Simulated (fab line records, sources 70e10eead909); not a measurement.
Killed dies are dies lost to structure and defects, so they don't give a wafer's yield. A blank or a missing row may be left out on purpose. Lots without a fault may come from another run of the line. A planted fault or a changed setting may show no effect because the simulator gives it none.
fab line records | flow nand_harc
record lots=6 wafers=18 last_day=24
route steps=1159 shown A_ONON_D1@430 END@1159
lots that met no fault: from a run of the same line without faults
start_h: hours from the record's first day to the start of the lot's first wafer shown | wait_h: hours since the lot's step before | " the same as in the row above | L1.1+2: a row that stands for several wafers | - no value, or no start given | * or withheld: withheld | < > ~ a bound
route shown NAME@n: a module of which the file shows steps, and the number in the route of the first | usual: mean/standard deviation of fault-free wafers | same: alike in all rows | chamber/n: place in a boat | sites: the reading at each site | _std_site: their standard deviation | _edge_site: outer sites' mean less inner sites' | radius_mm: how far each site lies from the wafer's centre | mask NAME#n: copy n | behind: the tool/chamber that last shaped the wafer | hold: why the lot was held/for how many hours/how that ended | device: the transistor (n, p or np) that didn't switch | end of line: the same wafers' tests at the end of the route | a step without rows: its recipe alone | killed: dies lost to structure and defects at the first sort, not the wafer's yield | map: a wafer's dies, x killed, . not, _ none there
set.NAME: the setting as run; set.NAME@STEP: as run at that earlier step | model.NAME: the simulator's own value behind a step, which no gauge read
lots at some steps of the route; a table a step, a row a wafer
services: from which hour (start_h, from the record's first day; less than 0 if before it) a tool's chamber was out of use, for how many hours, and why
## steps
# step NHARC_A_ONON_D1_DEP_09
# recipe target_thk_a=10000 n2_flow_sccm=2750 n2o_flow_sccm=2000 nh3_flow_sccm=500 sih4_flow_sccm=210 temp_c=400
# step NHARC_A_ONON_D1_THK_MEAS_11
# recipe thk_meas_gauge=ellipsometry
# usual thk_nm=1001/10
# columns lot.wafer tool chamber start_h wait_h thk_nm
L836.1 film_metro-01 - 169.32 - 1024
L836.5 " - " " 1024
L836.6 " - " " 1024
L840.2 film_metro-01 - 199.88 - 991
L840.3 " - " " 990
L840.6 " - " " 990
L850.3 film_metro-01 - 252.90 - 1006
L850.4 " - " " 1007
L850.5 " - " " 1007
L852.1 film_metro-01 - 263.38 - 1009
L852.5 " - " " 1013
L852.6 " - " " 1011
L857.1 film_metro-01 - 284.68 - 1001
L857.2 " - " " 999
L857.5 " - " " 999
L856.1 film_metro-02 - 284.71 - 994
L856.3 " - " " 993
L856.4 " - " " 993
# step NHARC_A_ONON_D1_DEP_12
# recipe target_thk_a=10000 n2_flow_sccm=2750 n2o_flow_sccm=2000 nh3_flow_sccm=500 sih4_flow_sccm=210 temp_c=400
# step NHARC_A_ONON_D1_THK_MEAS_14
# recipe thk_meas_gauge=ellipsometry
# usual thk_nm=1002/7
# columns lot.wafer tool chamber start_h wait_h thk_nm
L836.1 film_metro-01 - 169.89 - 1003
L836.5 " - " " 1002
L836.6 " - " " 1002
L840.2 film_metro-02 - 200.45 - 1003
L840.3 " - " " 1005
L840.6 " - " " 1003
L850.3 film_metro-02 - 253.49 - 1000
L850.4 " - " " 999
L850.5 " - " " 998
L852.1 film_metro-01 - 263.95 - 1003
L852.5 " - " " 1000
L852.6 " - " " 1001
L857.1 film_metro-01 - 285.25 - 994
L857.2 " - " " 995
L857.5 " - " " 996
L856.1 film_metro-02 - 285.27 - 1014
L856.3 " - " " 1012
L856.4 " - " " 1013
# step NHARC_A_ONON_D1_ANNEAL_15
# recipe temp_c=750 time_s=3600
# step NHARC_A_ONON_D1_DEP_16
# recipe target_thk_a=10000 n2_flow_sccm=2750 n2o_flow_sccm=2000 nh3_flow_sccm=500 sih4_flow_sccm=210 temp_c=400
# step NHARC_A_ONON_D1_THK_MEAS_18
# recipe thk_meas_gauge=ellipsometry
# usual thk_nm=999/8.9
# columns lot.wafer tool chamber start_h wait_h thk_nm
L836.1 film_metro-01 - 177.01 - 1000
L836.5 " - " " 1000
L836.6 " - " " 1000
L840.2 film_metro-01 - 207.48 - 995
L840.3 " - " " 996
L840.6 " - " " 995
L850.3 film_metro-01 - 260.63 - 1002
L850.4 " - " " 1001
L850.5 " - " " 1000
L852.1 film_metro-02 - 272.00 - 1000
L852.5 " - " " 1001
L852.6 " - " " 1000
L857.1 film_metro-01 - 292.30 - 1008
L857.2 " - " " 1006
L857.5 " - " " 1008
L856.1 film_metro-02 - 292.33 - 1004
L856.3 " - " " 1003
L856.4 " - " " 1004
# step NHARC_A_ONON_D1_DEP_19
# recipe target_thk_a=10000 n2_flow_sccm=2750 n2o_flow_sccm=2000 nh3_flow_sccm=500 sih4_flow_sccm=210 temp_c=400
# step NHARC_A_ONON_D1_THK_MEAS_21
# recipe thk_meas_gauge=ellipsometry
# usual thk_nm=1002/9.1
# columns lot.wafer tool chamber start_h wait_h thk_nm
L836.1 film_metro-02 - 177.58 - 1003
L836.5 " - " " 1003
L836.6 " - " " 1004
L840.2 film_metro-01 - 208.04 - 1003
L840.3 " - " " 1003
L840.6 " - " " 1005
L850.3 film_metro-01 - 261.19 - 1014
L850.4 " - " " 1013
L850.5 " - " " 1013
L852.1 film_metro-02 - 272.56 - 998
L852.5 " - " " 1000
L852.6 " - " " 1001
L857.1 film_metro-01 - 292.86 - 1009
L857.2 " - " " 1008
L857.5 " - " " 1009
L856.1 film_metro-02 - 293.21 - 1006
L856.3 " - " " 1005
L856.4 " - " " 1007
# step NHARC_A_ONON_D1_DEP_22
# recipe target_thk_a=10000 n2_flow_sccm=2750 n2o_flow_sccm=2000 nh3_flow_sccm=500 sih4_flow_sccm=210 temp_c=400
# step NHARC_A_ONON_D1_THK_MEAS_24
# recipe thk_meas_gauge=ellipsometry
# usual thk_nm=1002/7.5
# columns lot.wafer tool chamber start_h wait_h thk_nm
L836.1 film_metro-02 - 178.14 - 993
L836.5 " - " " 993
L836.6 " - " " 992
L840.2 film_metro-02 - 208.60 - 1004
L840.3 " - " " 1005
L840.6 " - " " 1006
L850.3 film_metro-02 - 261.76 - 1006
L850.4 " - " " 1005
L850.5 " - " " 1005
L852.1 film_metro-02 - 273.13 - 1011
L852.5 " - " " 1010
L852.6 " - " " 1011
L857.1 film_metro-02 - 293.56 - 1003
L857.2 " - " " 1002
L857.5 " - " " 1004
L856.1 film_metro-01 - 293.78 - 1004
L856.3 " - " " 1005
L856.4 " - " " 1003
# step NHARC_A_ONON_D1_DEP_25
# recipe target_thk_a=10000 n2_flow_sccm=2750 n2o_flow_sccm=2000 nh3_flow_sccm=500 sih4_flow_sccm=210 temp_c=400
# columns lot.wafer tool chamber start_h wait_h
L836.1+5+6 pecvd_onon-01 0 178.20 0.1
L840.2+3+6 pecvd_onon-02 0 208.71 0.1
L850.3+4+5 pecvd_onon-02 0 261.93 0.2
L852.1+5+6 pecvd_onon-02 0 273.18 0.1
L857.1+2+5 pecvd_onon-03 0 293.62 0.1
L856.1+3+4 pecvd_onon-01 0 293.84 0.1
# step NHARC_A_ONON_D1_THK_MEAS_27
# recipe thk_meas_gauge=ellipsometry
# usual thk_nm=1002/9.3
# columns lot.wafer tool chamber start_h wait_h hold thk_nm
L836.1 film_metro-02 - 178.71 - - 1018
L836.5 " - " " - 1018
L836.6 " - " " - 1016
L840.2 film_metro-02 - 209.17 - - 1024
L840.3 " - " " - 1024
L840.6 " - " " - 1026
L850.3 film_metro-01 - 262.32 - await_dispo/0.2h/release 1609
L850.4 " - " " await_dispo/0.2h/release 1610
L850.5 " - " " await_dispo/0.2h/release 1610
L850.3 film_metro-01 - 262.49 0.2 - 1608
L850.4 " - " " - 1608
L850.5 " - " " - 1610
L852.1 film_metro-02 - 273.69 - await_dispo/0.2h/release 1629
L852.5 " - " " await_dispo/0.2h/release 1625
L852.6 " - " " await_dispo/0.2h/release 1627
L852.1 film_metro-02 - 273.87 0.2 - 1627
L852.5 " - " " - 1628
L852.6 " - " " - 1628
L857.1 film_metro-01 - 294.12 - - 988
L857.2 " - " " - 986
L857.5 " - " " - 988
L856.1 film_metro-02 - 294.35 - - 1004
L856.3 " - " " - 1003
L856.4 " - " " - 1003
# step NHARC_END_SORT_01
# recipe temp_c=25
# usual defect_limited_yield=95.5/1.4 killed_at_array=27/9.8 killed_at_other=0.6/0.83 killed_at_periphery=3.5/2.4 killed_dies=31/9.6 killed_open=3.1/1.9 killed_short=2.0/1.5 sort_bin_2_pct=1.4/0.6 sort_bin_3_pct=0.26/0.23 sort_bin_4_pct=2.8/0.89 sort_n_pass=646/9.6 sort_rim_yield_pct=96.6/2.5 sort_yield_pct=95.5/1.4
# same gross_dies=677 sort_bin_5_pct[%]=0 sort_bin_6_pct[%]=0 sort_bin_7_pct[%]=0 sort_bin_8_pct[%]=0 sort_rim_n_gross=106.00
# columns lot.wafer tool chamber start_h wait_h defect_limited_yield[%] killed_at_array killed_at_other killed_at_periphery killed_dies killed_open killed_short sort_bin_2_pct[%] sort_bin_3_pct[%] sort_bin_4_pct[%] sort_n_pass sort_rim_yield_pct[%] sort_yield_pct[%]
L840.2 prober-01 0 498.29 2.8 96.2 21 2 3 26 1 3 1.0 0.15 2.7 651 93.4 96.2
L840.3 prober-01 0 499.09 3.1 97.3 18 0 0 18 1 1 0.7 0.30 1.6 659 97.2 97.3
L840.6 prober-01 0 501.48 4.0 96.6 20 0 3 23 4 2 1.6 0 1.8 654 97.2 96.6
L856.1 prober-02 0 583.07 2.5 94.2 34 1 4 39 3 2 2.5 0.44 2.8 638 91.5 94.2
L856.3 prober-02 0 584.66 3.1 94.7 31 1 4 36 5 5 0.6 0.44 4.3 641 91.5 94.7
L856.4 prober-02 0 585.46 3.4 93.1 42 1 4 47 3 3 2.2 0.30 4.4 630 96.2 93.1
# killed by level:class
L840.2 A_SLIT:chamber_film_flake=6 A_STAIRCASE:chamber_film_flake=5 A_WL_FILL:chamber_film_flake=3 A_CONTACT:chamber_film_flake=3 A_CHANNEL_HOLE_D1:chamber_film_flake=2 THIN_TSV:chamber_film_flake=2 P_CONTACT:geometric_particle:open=1 P_CONTACT:geometric_particle:short=1
L840.3 A_STAIRCASE:chamber_film_flake=5 A_SLIT:chamber_film_flake=5 A_CHANNEL_HOLE_D1:chamber_film_flake=4 A_CONTACT:chamber_film_flake=2 A_BONDPAD:geometric_particle:short=1 A_BONDPAD:geometric_particle:open=1
L840.6 A_STAIRCASE:chamber_film_flake=7 A_SLIT:chamber_film_flake=5 P_CONTACT:geometric_particle:short=1 P_M1:geometric_particle:open=1 A_SGD_CUT:geometric_particle:open=1 A_SGD_CUT:geometric_particle:short=1 A_WL_FILL:geometric_particle:open=1 A_M0:geometric_particle:open=1
L856.1 A_SLIT:chamber_film_flake=10 A_CHANNEL_HOLE_D1:chamber_film_flake=9 A_SGD_CUT:chamber_film_flake=4 A_CONTACT:chamber_film_flake=4 P_STI:chamber_film_flake=3 A_WL_FILL:geometric_particle:short=2 A_STAIRCASE:chamber_film_flake=2 P_CONTACT:geometric_particle:open=1
L856.3 A_SGD_CUT:chamber_film_flake=9 A_SLIT:chamber_film_flake=6 A_CHANNEL_HOLE_D1:chamber_film_flake=4 A_CHANNEL_HOLE_D1:geometric_particle:short=3 A_CONTACT:chamber_film_flake=3 P_STI:chamber_film_flake=2 P_M1:geometric_particle:open=1 A_ONON_D1:geometric_particle:open=1
L856.4 A_SLIT:chamber_film_flake=16 A_CHANNEL_HOLE_D1:chamber_film_flake=8 A_SGD_CUT:chamber_film_flake=6 A_WL_FILL:chamber_film_flake=3 P_STI:chamber_film_flake=2 A_STAIRCASE:chamber_film_flake=2 A_CONTACT:chamber_film_flake=2 P_M0:geometric_particle:open=1
## services
# columns tool chamber start_h hours kind
pecvd_onon-01 - 195.00 13.0 pm
pecvd_onon-02 - 292.14 13.0 pm
## key
first_sign step=NHARC_A_ONON_D1_THK_MEAS_27 reading=visit direction=added
effect step=NHARC_A_ONON_D1_THK_MEAS_27 reading=thk_nm direction=up sigmas=67 usual=1002 struck=1618
met_at NHARC_A_ONON_D1_DEP_25
struck_wafers L850.3,L850.4,L850.5,L852.1,L852.5,L852.6
scrapped_behind NHARC_A_ONON_D1_THK_MEAS_27 L850.3,L850.4,L850.5,L852.1,L852.5,L852.6
onset_between 208.71 261.93
fault kind=process_parameter_drift tool=pecvd_onon-02 chamber=0 onset_h=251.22 steps=NHARC_A_ONON_D1_DEP_25 channel=target_thk_a offset=* shape=step end_h=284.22 acts_in=* stated=*
